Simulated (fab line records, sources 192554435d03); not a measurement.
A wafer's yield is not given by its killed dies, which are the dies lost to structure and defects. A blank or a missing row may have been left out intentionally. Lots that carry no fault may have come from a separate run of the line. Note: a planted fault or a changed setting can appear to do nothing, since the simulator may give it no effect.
Lot-split experiment || flow n5 finfet || on a route of 1938 steps: 7 lots, 21 wafers read

SPLIT DETAILS
At N5_BEOL_M1_ETCH_64 (etches SOC in N2/H2, target depth 75 nm, overetch 15 nm, time 112.5 s), the setting bias w was moved away from the recipe's 150 W on 5 of the 21 wafers read, by -8.9% to +11.1%. The other wafers ran this setting at the recipe's value.

The split's own step is where the reading is taken.

THE READING
rf vpp V, in V, at N5_BEOL_M1_ETCH_64 (etches SOC in N2/H2, target depth 75 nm, overetch 15 nm, time 112.5 s). Typical for fault-free wafers on this fab line: 522.5 V, with standard deviation 2.8 V.

{"wafer": "L076.1", "tool, chamber at the split": "rie diel-01, 2", "bias w as run, W": 150, "against the recipe": "recipe", "rf vpp V, V": 524.4, "against lot-mates on the recipe": "-"}
{"wafer": "L076.4", "tool, chamber at the split": "rie diel-01, 3", "bias w as run, W": 150, "against the recipe": "recipe", "rf vpp V, V": 524.2, "against lot-mates on the recipe": "-"}
{"wafer": "L076.6", "tool, chamber at the split": "rie diel-01, 1", "bias w as run, W": 150, "against the recipe": "recipe", "rf vpp V, V": 526.4, "against lot-mates on the recipe": "-"}
{"wafer": "L077.4", "tool, chamber at the split": "rie diel-02, 3", "bias w as run, W": 136.7, "against the recipe": "-8.9%", "rf vpp V, V": 495.5, "against lot-mates on the recipe": -27.6}
{"wafer": "L077.5", "tool, chamber at the split": "rie diel-02, 3", "bias w as run, W": 150, "against the recipe": "recipe", "rf vpp V, V": 523.1, "against lot-mates on the recipe": "-"}
{"wafer": "L077.6", "tool, chamber at the split": "rie diel-02, 2", "bias w as run, W": 136.7, "against the recipe": "-8.9%", "rf vpp V, V": 491.8, "against lot-mates on the recipe": -31.3}
{"wafer": "L078.1", "tool, chamber at the split": "rie diel-01, 2", "bias w as run, W": 150, "against the recipe": "recipe", "rf vpp V, V": 524.2, "against lot-mates on the recipe": "-"}
{"wafer": "L078.3", "tool, chamber at the split": "rie diel-01, 3", "bias w as run, W": 150, "against the recipe": "recipe", "rf vpp V, V": 522.8, "against lot-mates on the recipe": "-"}
{"wafer": "L078.5", "tool, chamber at the split": "rie diel-01, 1", "bias w as run, W": 150, "against the recipe": "recipe", "rf vpp V, V": 525.5, "against lot-mates on the recipe": "-"}
{"wafer": "L083.2", "tool, chamber at the split": "rie diel-06, 3", "bias w as run, W": 166.7, "against the recipe": "+11.1%", "rf vpp V, V": 555.3, "against lot-mates on the recipe": "+35.2"}
{"wafer": "L083.4", "tool, chamber at the split": "rie diel-06, 2", "bias w as run, W": 150, "against the recipe": "recipe", "rf vpp V, V": 520.1, "against lot-mates on the recipe": "-"}
{"wafer": "L083.6", "tool, chamber at the split": "rie diel-06, 3", "bias w as run, W": 166.7, "against the recipe": "+11.1%", "rf vpp V, V": 557.3, "against lot-mates on the recipe": "+37.2"}
{"wafer": "L089.2", "tool, chamber at the split": "rie diel-06, 1", "bias w as run, W": 150, "against the recipe": "recipe", "rf vpp V, V": 519.9, "against lot-mates on the recipe": "-"}
{"wafer": "L089.4", "tool, chamber at the split": "rie diel-06, 2", "bias w as run, W": 150, "against the recipe": "recipe", "rf vpp V, V": 520.2, "against lot-mates on the recipe": "-"}
{"wafer": "L089.6", "tool, chamber at the split": "rie diel-06, 1", "bias w as run, W": 150, "against the recipe": "recipe", "rf vpp V, V": 522.3, "against lot-mates on the recipe": "-"}
{"wafer": "L090.1", "tool, chamber at the split": "rie diel-02, 0", "bias w as run, W": 150, "against the recipe": "recipe", "rf vpp V, V": 527.8, "against lot-mates on the recipe": "-"}
{"wafer": "L090.3", "tool, chamber at the split": "rie diel-02, 2", "bias w as run, W": 150, "against the recipe": "recipe", "rf vpp V, V": 522.0, "against lot-mates on the recipe": "-"}
{"wafer": "L090.5", "tool, chamber at the split": "rie diel-02, 3", "bias w as run, W": 150, "against the recipe": "recipe", "rf vpp V, V": 524.1, "against lot-mates on the recipe": "-"}
{"wafer": "L096.2", "tool, chamber at the split": "rie diel-01, 0", "bias w as run, W": 150, "against the recipe": "recipe", "rf vpp V, V": 517.6, "against lot-mates on the recipe": "-"}
{"wafer": "L096.5", "tool, chamber at the split": "rie diel-01, 1", "bias w as run, W": 164.3, "against the recipe": "+9.5%", "rf vpp V, V": 558.7, "against lot-mates on the recipe": "+38.4"}
{"wafer": "L096.6", "tool, chamber at the split": "rie diel-01, 2", "bias w as run, W": 150, "against the recipe": "recipe", "rf vpp V, V": 523.1, "against lot-mates on the recipe": "-"}

FIT RESULTS
A straight line over all 21 wafers: rf vpp V changes by +3.23 V for each +1% of bias w; r = +0.99; the points scatter about the line by 2.8 V.
The same after taking each lot's own level away (the mean of its wafers on the recipe; 21 wafers): +3.41 V for each +1%; r = +0.99; scatter 2.2 V.
According to that fit, moving bias w by its largest amount changes the reading by 38 V.
The lots' own levels span 520.10 to 525.00 V, that is 1.7 times the standard deviation above.
The two slopes are in agreement: the lot-to-lot level therefore moves the slope only a little.
Check: with one of the wafers moved furthest among these (+11.1%) left out of the fit, the line predicts +39.3 V for it against its lot-mates. Against them it came out at +35.2 V.
Tool readings at the split's step, against how far the setting was moved: rf vpp V r = +0.99.

OTHER SPLITS ON THESE WAFERS
Before the reading, these wafers also passed through other splits. Each is held against what the fit with the lots' levels taken away leaves over:
{"other split on the same wafers": "N5_BEOL_M0_SAQP_EXPOSE_11 dose mj", "wafers away from the commonest value": 9, "r with rf vpp V (lot level and that fit taken away)": -0.08}
{"other split on the same wafers": "N5_BEOL_M0_SAQP_ETCH_107 source w", "wafers away from the commonest value": 8, "r with rf vpp V (lot level and that fit taken away)": -0.19}
{"other split on the same wafers": "N5_BEOL_M0_SAQP_COAT_87 spin rpm", "wafers away from the commonest value": 8, "r with rf vpp V (lot level and that fit taken away)": -0.11}
{"other split on the same wafers": "N5_BEOL_M1_COAT_05 spin rpm", "wafers away from the commonest value": 7, "r with rf vpp V (lot level and that fit taken away)": -0.21}

THE WHOLE CHAIN: every reading that the file lists as answering this split, in the file's order
{"step": "N5_BEOL_M1_ETCH_64", "what it does": "etches SOC in N2/H2, target depth 75 nm, overetch 15 nm, time 112.5 s", "reading": "rf vpp V", "change (the file's fit)": "+3.51 V for each +1% of the setting", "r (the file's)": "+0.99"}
{"step": "N5_BEOL_M1_ETCH_64", "what it does": "etches SOC in N2/H2, target depth 75 nm, overetch 15 nm, time 112.5 s", "reading": "SiARC_of_BEOL_M1_COAT_62.thk nm (the simulator's own value, which no gauge read)", "change (the file's fit)": "-0.0617 nm for each +1% of the setting", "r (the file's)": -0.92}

FILE'S OWN FIT
rf vpp V changes by +3.51 V for each +1% of bias w, r = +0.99.
